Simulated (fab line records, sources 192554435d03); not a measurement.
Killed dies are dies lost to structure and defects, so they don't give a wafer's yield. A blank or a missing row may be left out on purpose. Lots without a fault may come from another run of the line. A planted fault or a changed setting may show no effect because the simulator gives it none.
Chamber matching | flow n5_finfet | N5_BEOL_M12_CMP_49 on cmp-01: 4 sister chambers
The step polishes, stops on SiOC, t overpolish 20.6 s, target thk 320 nm. 14 wafers are shown with their chamber, then 7 later ones without.

WAFERS WITH THEIR CHAMBER
wafer  | chamber | motor_current_A (A) | barrier_field_endpoint_s (s) | overpolish_run_s (s)
L077.1 | 1       | 5.6                 | 30.1                         | 20.585
L077.2 | 2       | 6.6                 | 30.6                         | 20.588
L077.6 | 0       | 5.5                 | 29.9                         | 20.604
L083.2 | 1       | 5.6                 | 29.5                         | 20.603
L083.3 | 3       | 6.6                 | 29.8                         | 20.607
L083.4 | 0       | 5.6                 | 30.1                         | 20.596
L084.1 | 2       | 6.3                 | 30.5                         | 20.592
L084.3 | 1       | 6.1                 | 29.8                         | 20.599
L084.5 | 2       | 6.8                 | 30.5                         | 20.589
L085.4 | 3       | 6.5                 | 30.2                         | 20.586
L085.5 | 0       | 5.7                 | 29.3                         | 20.597
L085.6 | 3       | 6.4                 | 30.1                         | 20.602
L090.1 | 3       | 6.6                 | 31.3                         | 20.604
L090.3 | 0       | 5.9                 | 30.6                         | 20.590

SIGNATURES (means of the wafers above)
reading                  | chamber 0 | chamber 1 | chamber 2 | chamber 3 | scatter within a chamber
motor_current_A          | 5.675     | 5.767     | 6.567     | 6.525     | 0.202
barrier_field_endpoint_s | 29.975    | 29.800    | 30.533    | 30.350    | 0.484
overpolish_run_s         | 20.59675  | 20.59567  | 20.58967  | 20.59975  | 0.00742
Rule: a wafer's distance from a chamber is the root of the sum, over the readings, of the square of ((its reading less the chamber's mean) divided by the reading's scatter). The wafer belongs to the nearest chamber; if the next one is less than 2 further off, it can't be placed. The scatter: the root of (the sum of the squares of (reading less its chamber's mean) over the shown wafers, divided by (wafers less chambers)).

WAFERS WITHOUT THEIR CHAMBER
wafer  | motor_current_A (A) | barrier_field_endpoint_s (s) | overpolish_run_s (s)
L090.4 | 5.8                 | 29.9                         | 20.605
L091.2 | 6.7                 | 29.5                         | 20.605
L091.4 | 5.8                 | 29.8                         | 20.589
L091.5 | 5.9                 | 29.1                         | 20.601
L096.3 | 5.7                 | 30.3                         | 20.605
L096.5 | 6.7                 | 30.5                         | 20.586
L096.6 | 5.7                 | 30.0                         | 20.593

WHICH CHAMBER EACH WENT THROUGH
wafer  | from the rows above     | in truth
L090.4 | can't be placed: 0 or 1 | 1
L091.2 | can't be placed: 3 or 2 | 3
L091.4 | can't be placed: 1 or 0 | 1
L091.5 | can't be placed: 1 or 0 | 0
L096.3 | can't be placed: 0 or 1 | 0
L096.5 | can't be placed: 2 or 3 | 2
L096.6 | can't be placed: 0 or 1 | 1
Placed correctly: 0 of 7. Can't be placed from these rows: 7 (the true chamber is among the candidates in 7). Placed wrongly: 0.
